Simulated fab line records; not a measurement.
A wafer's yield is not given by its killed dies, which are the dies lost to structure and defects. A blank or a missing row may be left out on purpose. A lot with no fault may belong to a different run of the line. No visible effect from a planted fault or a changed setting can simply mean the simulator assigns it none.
What tool caused it? ; flow nand_harc ; Sampling: 6 lots, 18 wafers, 5 of 1159 route steps

## WHAT EACH GAUGE READ, for each wafer
NHARC_END_SORT_01.
lot;measured;on;killed_at_array
L841;day 23 10:19;prober-01;16 20 18

## WHAT TOOL EACH LOT RAN ON (gives the tool, then ch and the chambers of the sampled wafers, and finally the start)
lot;NHARC_A_SLIT_ETCH_15;NHARC_A_WL_FILL_CVD_03;NHARC_A_WL_FILL_ETCHBACK_04;NHARC_A_WL_FILL_ETCHBACK_26
L826;rie_diel-05 ch 0,2,3, day 15 06:41 or earlier;cvd_w-01 ch 0,1, day 15 06:41;rie_metal-03 ch 0,1, day 15 10:02;rie_si-03 ch 0,1,2, day 16 01:44
L828;rie_diel-06 ch 0,3, day 15 17:59 or earlier;cvd_w-01 ch 0,1, day 15 17:59;rie_metal-02 ch 0,1, day 15 21:15;rie_si-02 ch 1,3, day 16 13:25
L830;rie_diel-06 ch 0,2,3, day 17 03:23 or earlier;cvd_w-01 ch 0,1, day 17 03:23;rie_metal-03 ch 0,1, day 17 05:50;rie_si-06 ch 0,2,3, day 17 18:43
L841;rie_diel-06 ch 0,2, day 18 23:15 or earlier;cvd_w-02 ch 0,1, day 18 23:15;rie_metal-01 ch 0,1, day 19 01:41;rie_si-03 ch 0,1,3, day 19 18:26
L845;rie_diel-05 ch 0,2,3, day 19 23:45 or earlier;cvd_w-01 ch 0,1, day 19 23:45;rie_metal-01 ch 0,1, day 20 03:09;rie_si-03 ch 0,1,2, day 20 21:37
L847;rie_diel-05 ch 0,1,3, day 20 16:49 or earlier;cvd_w-01 ch 0, day 20 16:49;rie_metal-02 ch 0,1, day 20 22:03;rie_si-03 ch 0,2, day 21 17:29
- NHARC_A_SLIT_ETCH_15: etches the open film in O2/COS, target depth 3200 nm, time 832 s.
- NHARC_A_WL_FILL_CVD_03: deposits W, target thk 40 nm, time 3302 s.
- NHARC_A_WL_FILL_ETCHBACK_04: etches the open film in NF3, target depth 60 nm, time 120 s.
- NHARC_A_WL_FILL_ETCHBACK_26: etches the open film in HBr, target depth 52 nm, time 13.3 s.

## THE ANSWER, worked out from the rows above alone
Rule: what is usual is taken from the lots themselves. Put in order of their means at a reading, lots are off if they are a third of the lots or fewer, leave a main group of 4 or more, and stand apart from it by a gap of 3 or more times the standard deviation of the main group's means; of several such gaps the widest counts. Not used: any main group whose means are identical at the precision the tables above print for the reading. Also off: a lot with no number at a reading for which 4 or more lots have one. Where the step has rows for the other lots, those lots are counted as sound.
No lot is off at any reading shown: from this, nothing can be told.

## WHAT WAS PUT IN BY THE SIMULATOR
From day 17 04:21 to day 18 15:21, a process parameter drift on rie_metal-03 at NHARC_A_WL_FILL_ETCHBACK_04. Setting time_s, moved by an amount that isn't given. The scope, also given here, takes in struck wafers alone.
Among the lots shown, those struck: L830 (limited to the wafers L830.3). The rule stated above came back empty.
